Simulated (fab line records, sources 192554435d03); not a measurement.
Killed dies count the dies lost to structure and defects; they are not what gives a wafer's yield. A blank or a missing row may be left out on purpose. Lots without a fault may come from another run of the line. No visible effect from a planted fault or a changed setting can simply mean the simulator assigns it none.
A struck lot beside a sound one	flow n5-finfet	37 steps out of a route of 1938
Sound: wafers L645.2, L645.3, L645.5. Wafers L652.3, L652.4, L652.5 were the ones struck. The cause is named last.
Per side, at each step with rows, come the tool, then ch with its chambers, and then its first start. Under that, the readings that differ: sound wafers	struck wafers	difference of the means	sigmas: that difference in standard deviations of wafers without a fault.
alike: same words and numbers on both sides, and readings whose means sit less than 2 such deviations apart. not compared: any withheld reading, any reading some wafer has no value for, any bound like >300 that may hide the same value, and any number with overlapping values for which the record gives no deviation.
Wherever a step has rows on one side only, a row that says differs or no value, or a row with sigmas, the two part there. Numbers that have no deviation but don't overlap get no sigmas and don't part them. A reading missing from all wafers of one side parts the sides only when that side holds two or more wafers.

first, 9 steps without rows for these wafers: N5_BEOL_M4_ANNEAL_95 (time 240 s); N5_BEOL_M4_SPUTTER_96 (material Cu, target thk 4.5 nm, time 8.29 s); N5_BEOL_M4_ECD_50 (material Cu, target thk 300 nm); N5_BEOL_M4_ANNEAL_51 (time 90 s); N5_BEOL_M4_CMP_52 (polishes, stops on SiOC, t overpolish 6.8 s, target thk 40 nm); N5_BEOL_M4_PRE_CLEAN_60 (time 15 s); N5_BEOL_M4_CO_CAP_55 (material Co, precursor CCTBA/H2, target thk 2 nm, time 102.1 s); N5_BEOL_M4_PRE_CLEAN_56 (time 15 s); N5_BEOL_M4_DEP_57 (deposits SiCN from 3MS/NH3, target thk 8 nm, time 14 s).
N5_BEOL_M4_RC_MEAS_101:
  sound on prober-02 ch 0, day 9 00:58; struck on prober-01 ch 0, day 12 05:40
reading	sound	struck	difference	sigmas
IOFF_P (nA/um)	0.28 0.26 0.22	0.19 0.16 0.18	-0.08	-2
ION_N (uA/um)	703 687 690	686 666 661	-22	-2
ION_P (uA/um)	491 473 479	458 453 455	-26	-3
VT_P (mV)	-242 -244 -245	-256 -255 -252	-11	-3
  alike: DIBL_N, DIBL_P, IOFF_N, SS_N, SS_P, VT_N
then, 24 steps without rows for these wafers: N5_BEOL_M5_ILD_DEP_00 (deposits SiCOH lowk from DEMS/porogen, target thk 140.64 nm, time 25.9 s); N5_BEOL_M5_CURE_79 (cures SiCOH lowk, time 240 s); N5_BEOL_M5_PECVD_70 (deposits SiO2 from TEOS/O2, target thk 16 nm, time 18 s); N5_BEOL_M5_HM_DEP_02 (deposits TiN, target thk 20 nm); N5_BEOL_M5_COAT_59 (time 60 s, resist thk 60 nm); N5_BEOL_M5_COAT_60 (time 60 s, resist thk 12 nm); N5_BEOL_M5_COAT_71 (time 60 s, resist thk 5 nm); N5_BEOL_M5_COAT_05 (resist thk 30 nm); N5_BEOL_M5_EBR_07; N5_BEOL_M5_SOFTBAKE_06 (time 60 s); N5_BEOL_M5_EXPOSE_08 (exposes mask M5, target cd 28 nm); N5_BEOL_M5_PEB_09 (peb time 60 s); N5_BEOL_M5_DEVELOP_10 (develop time 30 s); N5_BEOL_M5_DESCUM_16 (chemistry O2, time 7 s); N5_BEOL_M5_ETCH_72 (etches underlayer in N2/H2, target depth 6.5 nm, time 5.2 s); N5_BEOL_M5_ETCH_61 (etches SiARC in CF4, target depth 15.6 nm, time 26 s); N5_BEOL_M5_ETCH_62 (etches SOC in N2/H2, target depth 75 nm, overetch 15 nm, time 112.5 s); N5_BEOL_M5_STRIP_63 (strips in N2/H2); N5_BEOL_M5_STRIP_73 (strips in N2/H2); N5_BEOL_M5_STRIP_64 (strips in CF4); N5_BEOL_M5_HM_OPEN_17 (chemistry Cl2/BCl3, target TiN, target depth 20 nm, overetch 6 nm); N5_BEOL_M5_STRIP_19 (strips in O2); N5_BEOL_M5_COAT_65 (time 60 s, resist thk 60 nm); N5_BEOL_M5_COAT_66 (time 60 s, resist thk 12 nm).
N5_BEOL_M8_ECD_50: material Cu, target thk 300 nm.
  sound on ecd-cu-02 ch 0,1, day 10 13:19; struck on ecd-cu-02 ch 0,1, day 13 22:17
N5_BEOL_M8_CMP_52: polishes, stops on SiCOH lowk, t overpolish 6.9 s, target thk 80 nm.
  sound on cmp-03 ch 0,1,2, day 10 13:45; struck on cmp-01 ch 0,3, day 13 23:08
reading	sound	struck	difference	sigmas
time-to-endpoint-s (s)	60 62 64	0 3 2	-60	-19
  alike: clearing-platen-down-force-psi, motor-current-A
-- the record jumps here: 3 days lie between the struck wafers' starts before and after (it left off in module BEOL_M8 and takes up again in module PASSIVATION, whose first step shown is number 1936 of the route) --
N5_PASSIVATION_PROBE_49:
  the record has rows for the struck wafers here (prober-02, day 16 21:54) and none for the sound ones

## WHERE THEY PART
Earliest at N5_BEOL_M4_RC_MEAS_101; latest, in this record, at N5_PASSIVATION_PROBE_49.

WHY: what the simulator had put in
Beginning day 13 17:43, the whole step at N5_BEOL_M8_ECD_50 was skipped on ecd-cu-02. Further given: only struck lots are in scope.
